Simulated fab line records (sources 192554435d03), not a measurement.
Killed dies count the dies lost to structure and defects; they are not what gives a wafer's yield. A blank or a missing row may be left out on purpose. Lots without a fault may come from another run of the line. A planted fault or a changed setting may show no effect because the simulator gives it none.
Matching of chambers ; flow n5_finfet ; N5_BEOL_M2_ALD_84 on ald_metal-02 has 4 sister chambers
The step deposits TaN, pulse time 2 s, purge time 3 s, co reactant purge time 2 s. 4 wafers are shown with their chamber, then 8 later ones without.

EACH WAFER AND ITS CHAMBER
wafer;chamber;heater_power_w (W)
L083.3;2;349
L082.2;1;387
L082.3;3;397
L089.2;0;333

WAFERS WITHOUT THEIR CHAMBER
wafer;heater_power_w (W)
L089.3;347
L089.6;336
L094.2;397
L094.3;381
L094.5;391
L095.1;398
L095.2;393
L095.4;343

THE CHAMBER EACH PASSED THROUGH
wafer;from the rows above;in truth
L089.3;2;2
L089.6;0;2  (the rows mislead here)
L094.2;3;3
L094.3;1;1
L094.5;can't be placed: 1 or 3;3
L095.1;3;3
L095.2;can't be placed: 3 or 1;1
L095.4;can't be placed: 2 or 0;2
Placed correctly: 4 of 8. These rows do not allow placing 3 (true chamber among the candidates in 3). Placed wrongly: 1.
How it was worked out, from the rows above alone: a wafer's distance from a chamber is the root of the sum, over the readings, of the square of ((its reading less the chamber's mean) divided by the reading's scatter). If the next closest chamber is less than 2 further off than the closest, the wafer can't be placed; otherwise it belongs to the closest. A chamber's mean is the mean of its shown wafers. The scatter: root of mean squared gap, hidden wafer to nearest shown wafer, with one shown wafer a chamber.
